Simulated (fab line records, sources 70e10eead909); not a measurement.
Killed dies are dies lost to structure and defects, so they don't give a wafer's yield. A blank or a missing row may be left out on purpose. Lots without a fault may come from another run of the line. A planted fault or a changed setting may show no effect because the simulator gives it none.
fab line records | flow nand_harc
record lots=14 wafers=40 last_day=32
route steps=1302 shown A_CHANNEL_FILL_D1@517 A_DECK1_JOINT@527 A_ONON_D2@552 END@1302
lots that met no fault: from a run of the same line without faults
start_h: hours from the record's first day to the start of the lot's first wafer shown | wait_h: hours since the lot's step before | " the same as in the row above | L1.1+2: a row that stands for several wafers | - no value, or no start given | * or withheld: withheld | < > ~ a bound
route shown NAME@n: a module of which the file shows steps, and the number in the route of the first | usual: mean/standard deviation of fault-free wafers | same: alike in all rows | chamber/n: place in a boat | sites: the reading at each site | _std_site: their standard deviation | _edge_site: outer sites' mean less inner sites' | radius_mm: how far each site lies from the wafer's centre | mask NAME#n: copy n | behind: the tool/chamber that last shaped the wafer | hold: why the lot was held/for how many hours/how that ended | device: the transistor (n, p or np) that didn't switch | end of line: the same wafers' tests at the end of the route | a step without rows: its recipe alone | killed: dies lost to structure and defects at the first sort, not the wafer's yield | map: a wafer's dies, x killed, . not, _ none there
set.NAME: the setting as run; set.NAME@STEP: as run at that earlier step | model.NAME: the simulator's own value behind a step, which no gauge read
steps of the route over a sample of lots; a table a step, a row a wafer
services: from which hour (start_h, from the record's first day; less than 0 if before it) a tool's chamber was out of use, for how many hours, and why
## steps
# step NHARC_A_CHANNEL_FILL_D1_INSPECT_13
# usual raw_defect_count=323/140
# columns lot.wafer tool chamber start_h wait_h raw_defect_count
L256.2 defect_inspect-01 - 237.83 0.0 295
L256.3 " - " " 304
L256.5 " - " " 265
L257.2 defect_inspect-02 - 248.64 0.0 437
L257.3 " - " " 379
L257.5 " - " " 353
L258.3 defect_inspect-01 - 248.65 0.0 168
L258.5 " - " " 251
L258.6 " - " " 254
L259.2 defect_inspect-02 - 280.44 0.0 184
L259.4 " - " " 160
L259.6 " - " " 179
L261.2 defect_inspect-01 - 288.28 0.0 188
L261.5 " - " " 194
L261.6 " - " " 267
L264.4 defect_inspect-02 - 313.53 0.0 206
L264.6 " - " " 250
L265.3 defect_inspect-02 - 332.62 0.0 272
L265.4 " - " " 144
L270.2 defect_inspect-02 - 378.36 0.0 123
L270.3 " - " " 346
L270.6 " - " " 196
L269.3 defect_inspect-02 - 378.37 0.0 281
L269.4 " - " " 209
L269.6 " - " " 280
L271.2 defect_inspect-02 - 382.17 0.0 244
L271.3 " - " " 371
L271.4 " - " " 233
L274.3 defect_inspect-02 - 420.56 0.0 270
L274.4 " - " " 329
L274.5 " - " " 348
L275.1 defect_inspect-01 - 420.57 0.0 316
L275.5 " - " " 240
L275.6 " - " " 231
L277.1 defect_inspect-02 - 449.96 0.0 683
L277.4 " - " " 698
L277.5 " - " " 533
L279.1 defect_inspect-02 - 465.35 0.0 517
L279.3 " - " " 493
L279.5 " - " " 664
# step NHARC_A_DECK1_JOINT_CMP_13
# recipe target_thk_nm=51.023
# usual motor_current_A=11.7/0.7 time_to_endpoint_s=8.2/2
# columns lot.wafer tool chamber start_h wait_h motor_current_A time_to_endpoint_s
L256.3 cmp-01 2 249.20 0.4 11.2 8.7
L256.2 " 0 " " 12.2 5.5
L256.5 " 2 " " 12.7 9.6
L257.2 cmp-02 2 258.80 0.4 11.2 8.2
L257.3 " 1 " " 12.6 2.8
L257.5 " 2 " " 11.0 8.4
L258.3 cmp-03 3 258.88 0.4 12.0 8.5
L258.6 " 0 " " 11.4 9.9
L258.5 " 1 " " 10.9 9.2
L259.4 cmp-03 1 290.84 0.4 10.9 9.8
L259.2 " 2 " " 12.2 4.8
L259.6 " 2 " " 11.5 7.6
L261.2 cmp-03 1 299.02 0.4 11.4 8.8
L261.6 " 1 " " 11.0 10.8
L261.5 " 2 " " 11.7 9.2
L264.4 cmp-03 3 323.79 0.4 11.9 8.3
L264.6 " 2 " " 12.3 7.7
L265.3 cmp-03 2 343.48 0.4 10.7 6.7
L265.4 " 3 " " 11.3 9.5
L269.4 cmp-03 1 388.69 0.4 10.8 6.0
L269.3 " 3 " " 12.1 4.5
L269.6 " 1 " " 10.7 5.4
L270.2 cmp-01 1 388.69 0.4 10.9 9.8
L270.3 " 3 " " 11.8 10.9
L270.6 " 1 " " 11.1 9.2
L271.3 cmp-01 2 395.05 0.4 11.8 9.4
L271.2 " 0 " " 12.5 6.1
L271.4 " 1 " " 11.0 9.5
L275.1 cmp-01 3 430.91 0.4 11.2 9.4
L275.6 " 3 " " 11.0 9.5
L275.5 " 0 " " 12.4 7.6
L274.3 cmp-03 3 430.99 0.4 12.0 5.9
L274.4 " 0 " " 12.0 10.4
L274.5 " 1 " " 11.4 8.1
L277.4 cmp-03 3 460.14 0.4 11.7 9.8
L277.1 " 0 " " 12.3 11.3
L277.5 " 3 " " 11.7 8.1
L279.1 cmp-01 2 475.70 0.4 12.0 9.4
L279.3 " 0 " " 11.4 7.0
L279.5 " 1 " " 10.8 7.2
# step NHARC_A_ONON_D2_THK_MEAS_11
# recipe thk_meas_gauge=ellipsometry
# usual thk_nm=999/11
# columns lot.wafer tool chamber start_h wait_h thk_nm
L256.2 film_metro-02 - 276.11 - 997
L256.3 " - " " 997
L256.5 " - " " 996
L257.2 film_metro-02 - 284.42 - 993
L257.3 " - " " 992
L257.5 " - " " 992
L258.3 film_metro-02 - 284.59 - 992
L258.5 " - " " 992
L258.6 " - " " 993
L259.2 film_metro-01 - 316.71 - 997
L259.4 " - " " 997
L259.6 " - " " 996
L261.2 film_metro-01 - 325.01 - 999
L261.5 " - " " 1000
L261.6 " - " " 1000
L264.4 film_metro-02 - 352.65 - 1002
L264.6 " - " " 1002
L265.3 film_metro-02 - 369.55 - 981
L265.4 " - " " 980
L269.3 film_metro-01 - 415.00 - 1006
L269.4 " - " " 1008
L269.6 " - " " 1007
L270.2 film_metro-01 - 415.33 - 1003
L270.3 " - " " 1003
L270.6 " - " " 1005
L271.2 film_metro-01 - 420.83 - 1010
L271.3 " - " " 1010
L271.4 " - " " 1009
L275.1 film_metro-01 - 458.61 - 1021
L275.5 " - " " 1024
L275.6 " - " " 1024
L274.3 film_metro-01 - 458.75 - 992
L274.4 " - " " 992
L274.5 " - " " 992
L277.1 film_metro-01 - 488.30 - 989
L277.4 " - " " 988
L277.5 " - " " 988
L279.1 film_metro-01 - 501.81 - 995
L279.3 " - " " 995
L279.5 " - " " 995
# step NHARC_A_ONON_D2_DEP_19
# recipe target_thk_a=10000 n2_flow_sccm=2750 n2o_flow_sccm=2000 nh3_flow_sccm=500 sih4_flow_sccm=210 temp_c=400
# columns lot.wafer tool chamber start_h wait_h
L256.2+3+5 pecvd_onon-03 0 287.63 0.1
L257.2+3+5 pecvd_onon-03 0 292.47 0.1
L258.3+5+6 pecvd_onon-04 0 292.53 0.2
L259.2+4+6 pecvd_onon-01 0 326.93 0.1
L261.2+5+6 pecvd_onon-03 0 334.27 0.1
L264.4+6 pecvd_onon-03 0 360.78 0.2
L265.3+4 pecvd_onon-03 0 377.62 0.2
L270.2+3+6 pecvd_onon-01 0 425.52 0.1
L269.3+4+6 pecvd_onon-04 0 425.56 0.2
L271.2+3+4 pecvd_onon-04 0 429.27 0.1
L275.1+5+6 pecvd_onon-01 0 469.90 0.1
L274.3+4+5 pecvd_onon-03 0 469.99 0.2
L277.1+4+5 pecvd_onon-01 0 496.63 0.1
L279.1+3+5 pecvd_onon-01 0 512.13 0.1
# step NHARC_A_ONON_D2_THK_MEAS_21
# recipe thk_meas_gauge=ellipsometry
# usual thk_nm=1001/11
# columns lot.wafer tool chamber start_h wait_h thk_nm
L256.2 film_metro-01 - 288.09 - 1017
L256.3 " - " " 1017
L256.5 " - " " 1017
L257.2 film_metro-02 - 292.93 - 1015
L257.3 " - " " 1012
L257.5 " - " " 1015
L258.3 film_metro-01 - 292.93 - 999
L258.5 " - " " 998
L258.6 " - " " 998
L259.2 film_metro-01 - 327.39 - 981
L259.4 " - " " 982
L259.6 " - " " 983
L261.2 film_metro-02 - 334.73 - 989
L261.5 " - " " 990
L261.6 " - " " 1520
L264.4 film_metro-01 - 361.12 - 1536
L264.6 " - " " 1536
L265.3 film_metro-01 - 378.01 - 1004
L265.4 " - " " 1535
L269.3 film_metro-02 - 425.95 - 993
L269.4 " - " " 992
L269.6 " - " " 994
L270.2 film_metro-01 - 425.97 - 995
L270.3 " - " " 997
L270.6 " - " " 996
L271.2 film_metro-01 - 429.73 - 991
L271.3 " - " " 990
L271.4 " - " " 990
L274.3 film_metro-02 - 470.38 - 1012
L274.4 " - " " 1013
L274.5 " - " " 1015
L275.1 film_metro-02 - 470.40 - 1006
L275.5 " - " " 1005
L275.6 " - " " 1004
L277.1 film_metro-01 - 497.14 - 997
L277.4 " - " " 998
L277.5 " - " " 999
L279.1 film_metro-02 - 512.64 - 1016
L279.3 " - " " 1016
L279.5 " - " " 1015
# step NHARC_END_SORT_01
# recipe temp_c=25
# usual killed_at_array=53/20 killed_at_other=1/1.2 killed_at_periphery=3.7/2.6 killed_dies=58/20 killed_open=3.5/1.8 killed_short=2.4/1.7
# same gross_dies=677
# columns lot.wafer tool chamber start_h wait_h killed_at_array killed_at_other killed_at_periphery killed_dies killed_open killed_short
L261.2 prober-02 0 602.41 2.8 53 3 3 59 1 3
L261.5 prober-02 0 604.82 3.7 46 2 5 53 2 6
L261.6 prober-02 0 605.62 4.0 670 3 4 677 6 1
L264.4 prober-02 0 648.02 3.4 676 0 1 677 3 4
L264.6 prober-02 0 649.60 3.9 677 0 0 677 0 5
L265.3 prober-01 0 654.96 3.1 37 2 2 41 0 4
L265.4 prober-01 0 655.75 3.4 673 3 1 677 4 1
# killed by level:class
L261.2 A_CHANNEL_HOLE_D2:chamber_film_flake=37 A_CHANNEL_HOLE_D1:chamber_film_flake=6 THIN_TSV:chamber_film_flake=3 P_GATE:chamber_film_flake=2 A_CHANNEL_FILL_D1:chamber_film_flake=2 A_SLIT:chamber_film_flake=2 A_CHANNEL_HOLE_D1:geometric_particle:short=1 A_CHANNEL_FILL_D1:geometric_particle:short=1
L261.5 A_CHANNEL_HOLE_D2:chamber_film_flake=30 P_GATE:chamber_film_flake=3 A_STAIRCASE:chamber_film_flake=3 A_ONON_D2:geometric_particle:short=2 A_CHANNEL_HOLE_D1:chamber_film_flake=2 THIN_TSV:chamber_film_flake=2 A_SOURCE_PLATE:geometric_particle:short=1 A_ONON_D1:geometric_particle:short=1
L261.6 A_ONON_D2:area_dep=621 A_CHANNEL_HOLE_D2:chamber_film_flake=36 A_CONTACT:chamber_film_flake=3 THIN_TSV:chamber_film_flake=3 A_DECK1_JOINT:geometric_particle:open=2 P_ZERO_WELL:chamber_film_flake=2 A_STAIRCASE:chamber_film_flake=2 P_CONTACT:geometric_particle:open=1
L264.4 A_ONON_D2:area_dep=603 A_CHANNEL_HOLE_D1:chamber_film_flake=28 A_CHANNEL_HOLE_D2:chamber_film_flake=25 A_STAIRCASE:chamber_film_flake=3 A_CONTACT:chamber_film_flake=3 A_ZERO_WELL:chamber_film_flake=2 A_CHANNEL_FILL_D1:chamber_film_flake=2 A_SLIT:chamber_film_flake=2
L264.6 A_ONON_D2:area_dep=593 A_CHANNEL_HOLE_D1:chamber_film_flake=38 A_CHANNEL_HOLE_D2:chamber_film_flake=33 A_ONON_D2:geometric_particle:short=4 A_STAIRCASE:chamber_film_flake=3 A_CONTACT:chamber_film_flake=2 A_CHANNEL_HOLE_D1:geometric_particle:short=1 A_SLIT:chamber_film_flake=1
L265.3 A_SLIT:chamber_film_flake=10 A_CHANNEL_HOLE_D2:chamber_film_flake=7 A_CHANNEL_FILL_D2:chamber_film_flake=6 A_CHANNEL_HOLE_D1:chamber_film_flake=5 A_STAIRCASE:chamber_film_flake=3 P_M2:chamber_film_flake=2 THIN_TSV:chamber_film_flake=2 A_CONTACT:chamber_film_flake=2
L265.4 A_ONON_D2:area_dep=615 A_SLIT:chamber_film_flake=24 A_CHANNEL_HOLE_D2:chamber_film_flake=11 A_CHANNEL_FILL_D2:chamber_film_flake=6 A_STAIRCASE:chamber_film_flake=5 A_CHANNEL_HOLE_D1:chamber_film_flake=4 THIN_TSV:chamber_film_flake=3 A_ONON_D1:geometric_particle:short=1
## services
# columns tool chamber start_h hours kind
pecvd_onon-03 - 227.00 13.0 pm
cmp-02 - 234.72 4.0 pm
cmp-01 - 241.35 5.8 repair
cmp-03 - 254.42 0.3 repair
cmp-01 - 258.55 0.8 repair
cmp-03 - 260.11 4.0 pm
cmp-02 - 266.64 2.0 repair
pecvd_onon-01 - 269.00 13.0 pm
cmp-01 - 283.52 4.0 pm
pecvd_onon-03 - 296.79 4.9 repair
pecvd_onon-04 - 311.30 13.0 pm
pecvd_onon-01 - 312.38 3.4 repair
cmp-02 - 332.72 4.0 pm
cmp-03 - 358.11 4.0 pm
cmp-01 - 375.28 2.6 repair
cmp-01 - 381.52 4.0 pm
pecvd_onon-03 - 408.00 13.0 pm
cmp-01 - 433.38 2.4 repair
pecvd_onon-01 - 450.00 13.0 pm
cmp-03 - 456.11 4.0 pm
cmp-01 - 459.02 1.3 repair
cmp-01 - 471.99 0.7 repair
cmp-01 - 479.52 4.0 pm
pecvd_onon-04 - 492.30 13.0 pm
## key
first_sign step=NHARC_A_ONON_D2_THK_MEAS_21 reading=thk_nm direction=up sigmas=50 usual=1001 struck=1532
effect step=NHARC_END_SORT_01 reading=killed_at_array direction=up sigmas=32 usual=53 struck=674
more_kills_born_at NHARC_A_ONON_D2_DEP_19@pecvd_onon-03=2432
met_at NHARC_A_ONON_D2_DEP_19
struck_lots L261,L264,L265
struck_wafers L261.6,L264.4,L264.6,L265.4
later_rows_left_out L261.6,L264.4,L264.6,L265.4
tester_left_out L261,L264,L265
not_acting_at NHARC_A_CHANNEL_FILL_D1_INSPECT_13,NHARC_A_DECK1_JOINT_CMP_13,NHARC_A_ONON_D2_THK_MEAS_11
onset_between 292.47 334.27
fault kind=process_parameter_drift tool=pecvd_onon-03 chamber=- onset_h=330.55 steps=NHARC_A_ONON_D2_DEP_19 channel=target_thk_a offset=* shape=step end_h=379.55 scope=struck_wafers_only acts_in=* stated=*
# tester_left_out: of these lots the tester's yield and bins aren't shown, on N5 and GAA mostly nor the transistor test; their killed dies are dies lost to structure and defects alone, not to doping, threshold or leakage, so they don't give the yield
# later_rows_left_out: the simulator's readings of these wafers behind a module that went badly wrong aren't trusted and aren't shown, but for the sort
